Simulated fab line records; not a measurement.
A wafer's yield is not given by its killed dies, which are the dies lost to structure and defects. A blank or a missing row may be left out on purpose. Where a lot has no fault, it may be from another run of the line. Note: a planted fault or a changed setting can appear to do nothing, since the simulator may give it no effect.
Chamber matching -- flow n5Finfet -- pecvd-02 running N5_BEOL_M7_PECVD_70: 3 sister chambers
The step deposits SiO2 from TEOS/O2, target thk 20 nm, time 22.7 s. 6 wafers are shown with their chamber, then 8 later ones without.

== WAFERS WITH THEIR CHAMBER ==
wafer,chamber,throttleValvePct (%),heaterPowerW (W)
L086.3,2,19.5,743
L086.5,1,21.1,722
L087.5,1,21.4,713
L089.4,0,20.7,636
L089.6,2,19.2,794
L092.1,0,20.9,699

== WAFERS WHOSE CHAMBER IS MISSING ==
wafer,throttleValvePct (%),heaterPowerW (W)
L092.4,21.3,643
L092.6,20.8,705
L094.1,19.1,801
L094.2,21.2,665
L094.5,21.3,672
L096.1,21.4,682
L096.2,20.7,643
L096.6,21.2,689

== THE CHAMBER EACH PASSED THROUGH ==
wafer,from the rows above,in truth
L092.4,can't be placed: 1 or 0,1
L092.6,can't be placed: 0 or 1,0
L094.1,2,2
L094.2,can't be placed: 1 or 0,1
L094.5,can't be placed: 1 or 0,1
L096.1,can't be placed: 1 or 0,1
L096.2,0,0
L096.6,can't be placed: 1 or 0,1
Placed correctly: 2 of 8. Cannot be placed on the basis of these rows: 6; the candidates contain the true chamber in 6. Wrongly placed: 0.
How it was worked out, from the rows above alone: a wafer's distance from a chamber is the root of the sum, over the readings, of the square of ((its reading less the chamber's mean) divided by the reading's scatter). If the next closest chamber is less than 2 further off than the closest, the wafer can't be placed; otherwise it belongs to the closest. Each chamber's mean is taken over the wafers shown for it. The scatter: the root of (the sum of the squares of (reading less its chamber's mean) over the shown wafers, divided by (wafers less chambers)).
